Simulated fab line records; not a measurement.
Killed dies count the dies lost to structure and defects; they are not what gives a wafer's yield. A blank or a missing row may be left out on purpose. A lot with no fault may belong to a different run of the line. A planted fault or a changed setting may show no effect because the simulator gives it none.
Which tool did it? / flow nand_harc / 13 lots, 39 wafers sampled, at 5 steps of a route of 1159

## WHAT EACH GAUGE READ, for each wafer
NHARC_P_M1_CD_MEAS_09: the cd target is 130 nm. Usual: cd_nm reads 130.8 nm (standard deviation 0.7).
lot=L897; measured=day 6 01:14; on=cd_sem-03; cd_nm (nm)=131.4 131.2 129.4; flag=
lot=L898; measured=day 6 10:38; on=cd_sem-02; cd_nm (nm)=131.4 130.6 131.0; flag=
lot=L899; measured=day 6 14:17; on=cd_sem-02; cd_nm (nm)=130.9 131.6 131.3; flag=
lot=L901; measured=day 7 03:29; on=cd_sem-03; cd_nm (nm)=131.7 131.9 131.2; flag=
lot=L900; measured=day 7 04:17; on=cd_sem-02; cd_nm (nm)=131.3 132.6 131.7; flag=
lot=L906; measured=day 8 02:32; on=cd_sem-03; cd_nm (nm)=130.5 130.8 130.2; flag=
lot=L905; measured=day 8 06:19; on=cd_sem-02; cd_nm (nm)=130.7 130.6 130.5; flag=
lot=L910; measured=day 9 13:44; on=cd_sem-03; cd_nm (nm)=131.1 131.0 131.7; flag=
lot=L907; measured=day 9 14:37; on=cd_sem-02; cd_nm (nm)=131.5 131.1 130.9; flag=
lot=L908; measured=day 9 15:19; on=cd_sem-03; cd_nm (nm)=131.2 130.7 130.5; flag=
lot=L912; measured=day 10 00:34; on=cd_sem-02; cd_nm (nm)=131.1 131.0 130.5; flag=
lot=L916; measured=day 10 21:14; on=cd_sem-03; cd_nm (nm)=131.5 131.0 131.5; flag=
lot=L919; measured=day 11 10:38; on=cd_sem-02; cd_nm (nm)=131.4 130.6 130.8; flag=

NHARC_P_M1_CD_MEAS_16. Usual: cd_nm reads 130.9 nm (standard deviation 1.1).
lot=L897; measured=day 6 01:44; on=cd_sem-03; cd_nm (nm)=130.5 132.8 130.2; flag=
lot=L898; measured=day 6 11:10; on=cd_sem-02; cd_nm (nm)=129.9 130.8 132.6; flag=
lot=L899; measured=day 6 14:47; on=cd_sem-03; cd_nm (nm)=131.0 130.9 131.0; flag=
lot=L901; measured=day 7 03:59; on=cd_sem-03; cd_nm (nm)=133.8 130.7 131.1; flag=
lot=L900; measured=day 7 04:47; on=cd_sem-03; cd_nm (nm)=131.2 132.4 133.7; flag=
lot=L906; measured=day 8 03:01; on=cd_sem-03; cd_nm (nm)=131.8 129.0 131.2; flag=
lot=L905; measured=day 8 06:48; on=cd_sem-03; cd_nm (nm)=131.0 129.6 130.5; flag=
lot=L910; measured=day 9 14:14; on=cd_sem-03; cd_nm (nm)=129.9 131.5 130.6; flag=
lot=L907; measured=day 9 15:07; on=cd_sem-02; cd_nm (nm)=131.3 130.9 131.4; flag=
lot=L908; measured=day 9 15:49; on=cd_sem-03; cd_nm (nm)=130.7 131.1 130.6; flag=
lot=L912; measured=day 10 01:04; on=cd_sem-03; cd_nm (nm)=132.1 131.1 129.9; flag=
lot=L916; measured=day 10 21:44; on=cd_sem-02; cd_nm (nm)=131.2 131.1 131.8; flag=
lot=L919; measured=day 11 11:08; on=cd_sem-02; cd_nm (nm)=131.5 131.3 131.4; flag=

NHARC_P_M2_OVL_MEAS_10: pitch 340 nm. Usual: overlay_x_nm 0.1 nm, standard deviation 0.81; overlay_y_nm -0.1 nm, standard deviation 0.68.
lot=L897; measured=day 6 05:23; on=overlay-01; overlay_x_nm (nm)=1.1 0.4 0.9; overlay_y_nm (nm)=-0.1 -0.1 -0.6; flag=
lot=L898; measured=day 6 14:55; on=overlay-02; overlay_x_nm (nm)=-0.3 -0.4 -0.9; overlay_y_nm (nm)=-0.4 -0.2 -0.1; flag=
lot=L899; measured=day 6 18:33; on=overlay-01; overlay_x_nm (nm)=-0.2 0.1 -0.4; overlay_y_nm (nm)=-0.5 -0.9 -1.1; flag=
lot=L901; measured=day 7 07:47; on=overlay-01; overlay_x_nm (nm)=0.2 0.9 0.4; overlay_y_nm (nm)=-0.5 -0.1 -0.4; flag=
lot=L900; measured=day 7 08:47; on=overlay-02; overlay_x_nm (nm)=-0.8 -1.4 -1.2; overlay_y_nm (nm)=-0.5 -0.6 -0.2; flag=
lot=L906; measured=day 8 06:42; on=overlay-02; overlay_x_nm (nm)=-0.4 0.3 0.4; overlay_y_nm (nm)=-0.5 -1.0 -0.6; flag=
lot=L905; measured=day 8 10:28; on=overlay-02; overlay_x_nm (nm)=0.4 0.4 0.1; overlay_y_nm (nm)=0.5 0.2 1.1; flag=
lot=L910; measured=day 9 17:52; on=overlay-01; overlay_x_nm (nm)=-0.6 -0.7 -0.7; overlay_y_nm (nm)=-1.7 -1.6 -0.9; flag=
lot=L907; measured=day 9 18:53; on=overlay-01; overlay_x_nm (nm)=0.4 0.3 1.0; overlay_y_nm (nm)=0.5 0.0 0.2; flag=
lot=L908; measured=day 9 19:50; on=overlay-01; overlay_x_nm (nm)=0.6 0.2 0.7; overlay_y_nm (nm)=0.9 0.6 0.6; flag=
lot=L912; measured=day 10 05:18; on=overlay-01; overlay_x_nm (nm)=-1.1 -1.1 -0.6; overlay_y_nm (nm)=0.8 0.1 0.5; flag=
lot=L916; measured=day 11 01:29; on=overlay-01; overlay_x_nm (nm)=-0.5 -0.4 0.0; overlay_y_nm (nm)=0.6 0.8 0.9; flag=
lot=L919; measured=day 11 15:03; on=overlay-01; overlay_x_nm (nm)=-0.4 -0.3 -0.1; overlay_y_nm (nm)=0.6 0.7 0.7; flag=

NHARC_END_SORT_01. Usual: defect_limited_yield 95.5 %, standard deviation 1.3; killed_at_array 26, standard deviation 8.4; killed_at_other 0.7, standard deviation 0.97; killed_at_periphery 3.2, standard deviation 2.2; killed_dies 30, standard deviation 8.5; killed_open 3.4, standard deviation 2; killed_short 2, standard deviation 1.3; sort_bin_2_pct 1.5 %, standard deviation 0.52; sort_bin_3_pct 0.21 %, standard deviation 0.18; sort_bin_4_pct 2.8 %, standard deviation 0.91; sort_n_pass 647, standard deviation 8.5; sort_rim_yield_pct 94.8 %, standard deviation 2.7; sort_yield_pct 95.5 %, standard deviation 1.3.
lot=L907; measured=day 22 16:49; on=prober-02; defect_limited_yield (%)=95.6 94.7 96.2; killed_at_array=25 36 23; killed_at_other=0 0 1; killed_at_periphery=5 0 2; killed_dies=30 36 26; killed_open=2 2 3; killed_short=1 1 0; sort_bin_2_pct (%)=1.6 2.1 1.2; sort_bin_3_pct (%)=0.30 0.59 0.15; sort_bin_4_pct (%)=2.5 2.7 2.5; sort_n_pass=647 641 651; sort_rim_yield_pct (%)=94.3 96.2 90.6; sort_yield_pct (%)=95.6 94.7 96.2; flag=

## TOOL THAT RAN EACH LOT (tool first, then ch and the chambers of the sampled wafers, then the start)
lot=L897; NHARC_P_M2_SOFTBAKE_04=litho_track-04 ch 0, day 6 05:00
lot=L898; NHARC_P_M2_SOFTBAKE_04=litho_track-06 ch 0, day 6 14:00
lot=L899; NHARC_P_M2_SOFTBAKE_04=litho_track-01 ch 0, day 6 18:00
lot=L901; NHARC_P_M2_SOFTBAKE_04=litho_track-06 ch 0, day 7 07:00
lot=L900; NHARC_P_M2_SOFTBAKE_04=litho_track-06 ch 0, day 7 08:00
lot=L906; NHARC_P_M2_SOFTBAKE_04=litho_track-01 ch 0, day 8 06:00
lot=L905; NHARC_P_M2_SOFTBAKE_04=litho_track-01 ch 0, day 8 10:00
lot=L910; NHARC_P_M2_SOFTBAKE_04=litho_track-01 ch 0, day 9 17:00
lot=L907; NHARC_P_M2_SOFTBAKE_04=litho_track-01 ch 0, day 9 18:00
lot=L908; NHARC_P_M2_SOFTBAKE_04=litho_track-06 ch 0, day 9 19:00
lot=L912; NHARC_P_M2_SOFTBAKE_04=litho_track-06 ch 0, day 10 04:00
lot=L916; NHARC_P_M2_SOFTBAKE_04=litho_track-04 ch 0, day 11 00:00
lot=L919; NHARC_P_M2_SOFTBAKE_04=litho_track-06 ch 0, day 11 14:00
- NHARC_P_M2_SOFTBAKE_04: time 55 s.

## AS READ BY THE TOOLS THEMSELVES (means over the sampled wafers that have a number; for cases with no such wafer, the mark the record gives instead)
NHARC_P_M2_SOFTBAKE_04. Usual: heater_power_total_W reads 188.46 W (standard deviation 0.14).
lot=L897; tool=litho_track-04; heater_power_total_W (W)=188.37; flag=
lot=L898; tool=litho_track-06; heater_power_total_W (W)=188.67; flag=
lot=L899; tool=litho_track-01; heater_power_total_W (W)=188.43; flag=
lot=L901; tool=litho_track-06; heater_power_total_W (W)=188.48; flag=
lot=L900; tool=litho_track-06; heater_power_total_W (W)=188.56; flag=
lot=L906; tool=litho_track-01; heater_power_total_W (W)=188.40; flag=
lot=L905; tool=litho_track-01; heater_power_total_W (W)=188.69; flag=
lot=L910; tool=litho_track-01; heater_power_total_W (W)=212.68; flag=OFF
lot=L907; tool=litho_track-01; heater_power_total_W (W)=212.61; flag=OFF
lot=L908; tool=litho_track-06; heater_power_total_W (W)=188.48; flag=
lot=L912; tool=litho_track-06; heater_power_total_W (W)=188.33; flag=
lot=L916; tool=litho_track-04; heater_power_total_W (W)=188.56; flag=
lot=L919; tool=litho_track-06; heater_power_total_W (W)=188.49; flag=

## THE ANSWER, worked out from the rows above alone
Rule: a lot counts as off when the mean over its wafers that have a number is more than 3 standard deviations away from the usual mean. A lot without any number at a reading at which 4 lots or more have one is off too. The other lots that the step has rows for count as sound. The gauges are gone through in route order, then the tools' own readings, and for those a lot's mean is taken as printed above. The first step at which some lot is off is used, and at that step the reading that is off furthest; a lot without a number counts as furthest.
Off: L910, L907 (NHARC_P_M2_SOFTBAKE_04, heater_power_total_W).
A tool fits if, at that step or a process step before it, it ran every lot that is off, and no sound lot after the first of them. One fits: litho_track-01 at NHARC_P_M2_SOFTBAKE_04. Its last sound lot is L905 (day 8 10:00), its first lot that is off L910 (day 9 17:00): a fault that began between those two fits.
On the lots that are off, the tool's own readings at NHARC_P_M2_SOFTBAKE_04 differ by more than 5 times the standard deviation of the sound lots' means, which bears it out; heater_power_total_W reads 212.65 W there versus 188.50 W on the sound lots.

## WHAT THE SIMULATOR HAD INSERTED
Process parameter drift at NHARC_P_M2_SOFTBAKE_04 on litho_track-01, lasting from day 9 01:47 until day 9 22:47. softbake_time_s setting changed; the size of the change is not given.
Struck lots among those shown: L910, L907. The rule above found the same.
